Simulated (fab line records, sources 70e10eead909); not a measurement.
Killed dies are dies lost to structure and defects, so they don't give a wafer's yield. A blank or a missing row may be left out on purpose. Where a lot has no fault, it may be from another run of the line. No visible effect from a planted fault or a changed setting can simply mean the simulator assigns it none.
Chamber matching / flow nandHarc / 4 sister chambers for NHARC_P_BONDPAD_ETCH_37 on rieDiel-02
The step etches the open film in N2/H2, target depth 60 nm, overetch 18 nm, time 65.91 s. 4 wafers are shown with their chamber, then 8 later ones without.

== WAFERS WITH THEIR CHAMBER ==
wafer=L074.1; chamber=3; rfVppV (V)=433
wafer=L087.2; chamber=2; rfVppV (V)=435
wafer=L087.5; chamber=0; rfVppV (V)=427
wafer=L090.2; chamber=1; rfVppV (V)=435

== WAFERS WHOSE CHAMBER IS MISSING ==
wafer=L090.3; rfVppV (V)=434
wafer=L090.6; rfVppV (V)=436
wafer=L095.1; rfVppV (V)=434
wafer=L095.2; rfVppV (V)=435
wafer=L095.3; rfVppV (V)=435
wafer=L097.1; rfVppV (V)=435
wafer=L097.3; rfVppV (V)=434
wafer=L097.5; rfVppV (V)=435

== CHAMBER TAKEN BY EACH ==
wafer=L090.3; from the rows above=can't be placed: 1 or 2 or 3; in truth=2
wafer=L090.6; from the rows above=can't be placed: 1 or 2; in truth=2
wafer=L095.1; from the rows above=can't be placed: 1 or 2 or 3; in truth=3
wafer=L095.2; from the rows above=can't be placed: 1 or 2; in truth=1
wafer=L095.3; from the rows above=can't be placed: 1 or 2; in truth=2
wafer=L097.1; from the rows above=can't be placed: 1 or 2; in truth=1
wafer=L097.3; from the rows above=can't be placed: 1 or 2 or 3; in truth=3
wafer=L097.5; from the rows above=can't be placed: 1 or 2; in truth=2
Correctly placed: 0 of 8. These rows do not allow placing 8 (true chamber among the candidates in 8). 0 placed wrongly.
How it was worked out, from the rows above alone: a wafer's distance from a chamber is the root of the sum, over the readings, of the square of ((its reading less the chamber's mean) divided by the reading's scatter). If the next closest chamber is less than 2 further off than the closest, the wafer can't be placed; otherwise it belongs to the closest. Each chamber's mean is taken over the wafers shown for it. The scatter: root of mean squared gap, hidden wafer to nearest shown wafer, with one shown wafer a chamber.
